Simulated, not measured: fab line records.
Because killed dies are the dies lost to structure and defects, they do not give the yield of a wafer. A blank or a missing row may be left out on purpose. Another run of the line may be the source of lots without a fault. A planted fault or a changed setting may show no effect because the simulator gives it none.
Matching of chambers ; flow n5_finfet ; rie_diel-06 running N5_BEOL_M7_ETCH_62: 4 sister chambers
The step etches SOC in N2/H2, target depth 110 nm, overetch 22 nm, time 165 s. 20 wafers are shown with their chamber, then 10 later ones without.

## WAFERS, EACH WITH ITS CHAMBER
wafer;chamber;showerhead_plenum_p_Torr (Torr);rf_vpp_V (V);throttle_valve_pct (%)
L075.3;0;2.48;522.7;17.24
L075.4;2;2.61;525.4;17.45
L075.6;1;2.60;526.3;17.76
L076.1;2;2.60;526.1;17.45
L076.5;0;2.48;521.1;17.23
L076.6;2;2.60;525.5;17.46
L081.2;1;2.60;526.1;17.38
L081.5;3;2.32;518.8;17.51
L081.6;0;2.47;521.3;17.25
L084.2;1;2.59;525.1;17.39
L084.3;0;2.47;521.4;17.26
L084.6;2;2.60;525.1;17.48
L083.1;1;2.59;525.9;17.39
L083.4;0;2.47;522.4;17.28
L083.5;2;2.60;523.8;17.50
L085.1;3;2.32;517.4;17.53
L085.4;1;2.59;525.3;17.40
L085.5;2;2.59;525.2;17.49
L089.3;2;2.59;526.6;17.51
L089.5;0;2.47;521.7;17.30

SIGNATURES, as means of the wafers listed above
reading;chamber 0;chamber 1;chamber 2;chamber 3;scatter within a chamber
showerhead_plenum_p_Torr;2.4733;2.5940;2.5986;2.3200;0.0058
rf_vpp_V;521.767;525.740;525.386;518.100;0.74
throttle_valve_pct;17.2600;17.4640;17.4771;17.5200;0.0855
Rule: a wafer lies at a distance from a chamber equal to the root of the sum of squares, over the readings, of (its reading less the chamber's mean, divided by the reading's scatter). If the next closest chamber is less than 2 further off than the closest, the wafer can't be placed; otherwise it belongs to the closest. The scatter: take each reading less its chamber's mean, square it, sum over the shown wafers, divide by the number of wafers less the number of chambers, and take the root.

## WAFERS WITHOUT THEIR CHAMBER
wafer;showerhead_plenum_p_Torr (Torr);rf_vpp_V (V);throttle_valve_pct (%)
L089.6;2.59;524.9;17.39
L093.1;2.31;518.2;17.55
L093.3;2.59;526.0;17.40
L093.4;2.59;524.9;17.52
L086.3;2.31;517.2;17.55
L086.4;2.59;524.8;17.52
L086.5;2.31;518.1;17.55
L096.3;2.31;517.2;17.56
L096.4;2.59;525.0;17.53
L096.5;2.31;517.8;17.56

## THE CHAMBER EACH PASSED THROUGH
wafer;from the rows above;in truth
L089.6;can't be placed: 1 or 2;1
L093.1;3;3
L093.3;can't be placed: 1 or 2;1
L093.4;can't be placed: 1 or 2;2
L086.3;3;3
L086.4;can't be placed: 1 or 2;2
L086.5;3;3
L096.3;3;3
L096.4;can't be placed: 1 or 2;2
L096.5;3;3
Correct placement for 5 of the 10. Unplaceable from these rows: 5, with the true chamber sitting among the candidates in 5. Placed wrongly: 0.
